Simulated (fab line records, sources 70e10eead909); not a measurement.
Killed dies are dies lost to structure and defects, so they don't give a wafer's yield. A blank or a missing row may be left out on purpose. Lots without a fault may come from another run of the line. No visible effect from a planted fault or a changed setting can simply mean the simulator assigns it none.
Which tool did it? / flow nandHarc / 17 wafers from 6 lots sampled at 5 of the route's 1159 steps

## WHAT THE GAUGES SHOWED, per wafer
NHARC_END_SORT_01.
lot=L855; measured=day 24 07:40; on=prober-01; killedAtArray=37 32 43

## WHAT TOOL EACH LOT RAN ON (gives the tool, then ch and the chambers of the sampled wafers, and finally the start)
lot=L839; NHARC_A_STAIRCASE_ETCH_21=rieDiel-05 ch 0,1,3, day 11 15:02 or earlier; NHARC_A_STAIRCASE_TRIM_26=rieDiel-05 ch 1,2,3, day 11 15:02 or earlier; NHARC_A_STAIRCASE_TRIM_189=rieDiel-05 ch 0,1,2, day 11 15:02 or earlier; NHARC_A_STAIRCASE_ETCH_203=rieDiel-01 ch 0,1, day 11 15:02
lot=L844; NHARC_A_STAIRCASE_ETCH_21=rieDiel-10 ch 1,2,3, day 13 06:50 or earlier; NHARC_A_STAIRCASE_TRIM_26=rieDiel-10 ch 2,3, day 13 06:50 or earlier; NHARC_A_STAIRCASE_TRIM_189=rieDiel-05 ch 2,3, day 13 06:50 or earlier; NHARC_A_STAIRCASE_ETCH_203=rieDiel-05 ch 0,2, day 13 06:50
lot=L849; NHARC_A_STAIRCASE_ETCH_21=rieDiel-01 ch 0,2, day 14 18:09 or earlier; NHARC_A_STAIRCASE_TRIM_26=rieDiel-01 ch 1,3, day 14 18:09 or earlier; NHARC_A_STAIRCASE_TRIM_189=rieDiel-05 ch 0,3, day 14 18:09 or earlier; NHARC_A_STAIRCASE_ETCH_203=rieDiel-05 ch 0, day 14 18:09
lot=L856; NHARC_A_STAIRCASE_ETCH_21=rieDiel-05 ch 0,1,2, day 15 08:19 or earlier; NHARC_A_STAIRCASE_TRIM_26=rieDiel-05 ch 0,2,3, day 15 08:19 or earlier; NHARC_A_STAIRCASE_TRIM_189=rieDiel-01 ch 0,1,2, day 15 08:19 or earlier; NHARC_A_STAIRCASE_ETCH_203=rieDiel-01 ch 0,1,3, day 15 08:19
lot=L855; NHARC_A_STAIRCASE_ETCH_21=rieDiel-01 ch 0,2,3, day 15 14:38 or earlier; NHARC_A_STAIRCASE_TRIM_26=rieDiel-01 ch 0,1,3, day 15 14:38 or earlier; NHARC_A_STAIRCASE_TRIM_189=rieDiel-10 ch 1,2,3, day 15 14:38 or earlier; NHARC_A_STAIRCASE_ETCH_203=rieDiel-10 ch 1,2,3, day 15 14:38
lot=L859; NHARC_A_STAIRCASE_ETCH_21=rieDiel-05 ch 0,3, day 16 15:29 or earlier; NHARC_A_STAIRCASE_TRIM_26=rieDiel-05 ch 0,1,3, day 16 15:29 or earlier; NHARC_A_STAIRCASE_TRIM_189=rieDiel-10 ch 0,1,3, day 16 15:29 or earlier; NHARC_A_STAIRCASE_ETCH_203=rieDiel-10 ch 0,3, day 16 15:29
- NHARC_A_STAIRCASE_ETCH_21: etches the open film in C4F8/O2, target depth 100 nm, time 40.5 s.
- NHARC_A_STAIRCASE_TRIM_26: chemistry O2, time 211.2 s.
- NHARC_A_STAIRCASE_TRIM_189: chemistry O2, time 211.2 s.
- NHARC_A_STAIRCASE_ETCH_203: etches the open film in C4F8/O2, target depth 100 nm, time 40.5 s.

## THE ANSWER, worked out from the rows above alone
Rule: the usual values come from the lots themselves. Put in order of their means at a reading, lots are off if they are a third of the lots or fewer, leave a main group of 4 or more, and stand apart from it by a gap of 3 or more times the standard deviation of the main group's means; of several such gaps the widest counts. Not used: any main group whose means are identical at the precision the tables above print for the reading. Also off: a lot with no number at a reading for which 4 or more lots have one. All remaining lots with rows at the step are treated as sound.
None of the lots is off at any reading shown; this tells nothing.

## WHAT THE SIMULATOR PUT IN
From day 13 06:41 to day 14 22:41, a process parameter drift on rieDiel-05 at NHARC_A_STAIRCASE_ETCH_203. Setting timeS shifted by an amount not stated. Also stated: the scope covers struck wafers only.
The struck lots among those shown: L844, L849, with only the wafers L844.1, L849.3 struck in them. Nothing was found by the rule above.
